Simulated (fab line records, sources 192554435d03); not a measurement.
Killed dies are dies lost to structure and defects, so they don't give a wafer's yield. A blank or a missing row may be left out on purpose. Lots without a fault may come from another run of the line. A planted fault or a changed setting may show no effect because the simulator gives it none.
Split-lot experiment | flow n5_finfet | 7 lots, 21 wafers read, on a route of 1938 steps

THE SPLIT
At N5_SD_EPI_N_COAT_33 (time 60 s, resist thk 35 nm), the setting spin_rpm was moved away from the recipe's 1500 rpm on 5 of the 21 wafers read, by -9.7% to +6.2%. The other wafers ran this setting at the recipe's value.

FROM THE SPLIT TO THE READING: what the file shows between them, 3 steps
- N5_SD_EPI_N_COAT_03: resist thk 150 nm
- N5_SD_EPI_N_EBR_05
- N5_SD_EPI_N_DESCUM_14: chemistry O2, time 7.9 s

THE READING
etch.depth_nm (the simulator's own value, which no gauge read), in nm, at N5_SD_EPI_N_ETCH_34 (etches SiARC in CF4, target depth 45.5 nm, time 75.8 s). The file gives no usual value for it. The 16 wafers here that ran the recipe average 35.02 nm, standard deviation 0.051 nm.

wafer  | tool, chamber at the split | spin_rpm as run, rpm | against the recipe | etch.depth_nm, nm | against lot-mates on the recipe
L074.3 | litho_track-03, 0          | 1500                 | recipe             | 35.14             | -
L074.4 | litho_track-03, 0          | 1500                 | recipe             | 35.07             | -
L074.6 | litho_track-03, 0          | 1500                 | recipe             | 34.97             | -
L077.1 | litho_track-05, 0          | 1593                 | +6.2%              | 34.05             | -1.00
L077.2 | litho_track-05, 0          | 1593                 | +6.2%              | 33.9              | -1.15
L077.5 | litho_track-05, 0          | 1500                 | recipe             | 35.05             | -
L078.3 | litho_track-05, 0          | 1500                 | recipe             | 35.05             | -
L078.5 | litho_track-05, 0          | 1500                 | recipe             | 35.04             | -
L078.6 | litho_track-05, 0          | 1500                 | recipe             | 35.05             | -
L081.1 | litho_track-04, 0          | 1500                 | recipe             | 35.08             | -
L081.2 | litho_track-04, 0          | 1500                 | recipe             | 35                | -
L081.4 | litho_track-04, 0          | 1500                 | recipe             | 34.97             | -
L082.4 | litho_track-05, 0          | 1500                 | recipe             | 34.99             | -
L082.5 | litho_track-05, 0          | 1354                 | -9.7%              | 36.85             | +1.89
L082.6 | litho_track-05, 0          | 1500                 | recipe             | 34.93             | -
L084.2 | litho_track-03, 0          | 1500                 | recipe             | 35.04             | -
L084.5 | litho_track-03, 0          | 1500                 | recipe             | 34.98             | -
L084.6 | litho_track-03, 0          | 1500                 | recipe             | 35                | -
L095.1 | litho_track-05, 0          | 1578                 | +5.2%              | 34.1              | -0.88
L095.2 | litho_track-05, 0          | 1578                 | +5.2%              | 34.18             | -0.80
L095.3 | litho_track-05, 0          | 1500                 | recipe             | 34.98             | -

THE FIT
A straight line over all 21 wafers: etch.depth_nm changes by -0.178 nm for each +1% of spin_rpm; r = -0.99; the points scatter about the line by 0.062 nm.
The same after taking each lot's own level away (the mean of its wafers on the recipe; 21 wafers): -0.18 nm for each +1%; r = -0.99; scatter 0.062 nm.
On that fit, the largest move of spin_rpm shifts the reading by 1.8 nm.
The lots' own levels span 34.960 to 35.060 nm, that is 2.0 times the standard deviation above.
So the lot-to-lot level changes the slope little: the two slopes agree.
Check: with one of the wafers moved furthest among these (-9.7%) left out of the fit, the line predicts +1.64 nm for it against its lot-mates. It came out at +1.89 nm against them.

OTHER SPLITS ON THESE WAFERS
These wafers also went through other splits before the reading. Each is held against what the fit with the lots' levels taken away leaves over:
other split on the same wafers                    | wafers away from the commonest value | r with etch.depth_nm (lot level and that fit taken away)
N5_PMOS_HMC_CHANNEL_EPI_HM_DEP_34 time_s          | 6                                    | -0.16
N5_PMOS_HMC_CHANNEL_EPI_PEB_07 peb_time_s         | 7                                    | -0.10
N5_PMOS_HMC_CHANNEL_EPI_DEVELOP_08 develop_time_s | 6                                    | -0.34
N5_FIN_CUT_ETCH_21 bias_w                         | 5                                    | +0.11
N5_DUMMY_GATE_COAT_34 spin_rpm                    | 10                                   | -0.05
N5_DUMMY_GATE_EXPOSE_12 dose_mj                   | 5                                    | -0.07
N5_SPACER0_ALD_00 ald_cycles                      | 10                                   | +0.09

THE WHOLE CHAIN: every reading that the file lists as answering this split, in the file's order
step                | what it does                                           | reading                                                                                   | change (the file's fit)               | r (the file's)
N5_SD_EPI_N_COAT_33 | time 60 s, resist thk 35 nm                            | SiARC_of_SD_EPI_N_COAT_33.thk_nm (the simulator's own value, which no gauge read)         | -0.177 nm for each +1% of the setting | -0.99
N5_SD_EPI_N_ETCH_34 | etches SiARC in CF4, target depth 45.5 nm, time 75.8 s | CAR-ArF-block_of_SD_EPI_N_COAT_03.thk_nm (the simulator's own value, which no gauge read) | +0.236 nm for each +1% of the setting | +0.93
N5_SD_EPI_N_ETCH_34 | etches SiARC in CF4, target depth 45.5 nm, time 75.8 s | etch.depth_nm (the simulator's own value, which no gauge read)                            | -0.184 nm for each +1% of the setting | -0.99

THE FILE'S OWN FIT
etch.depth_nm changes by -0.184 nm for each +1% of spin_rpm, r = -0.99.
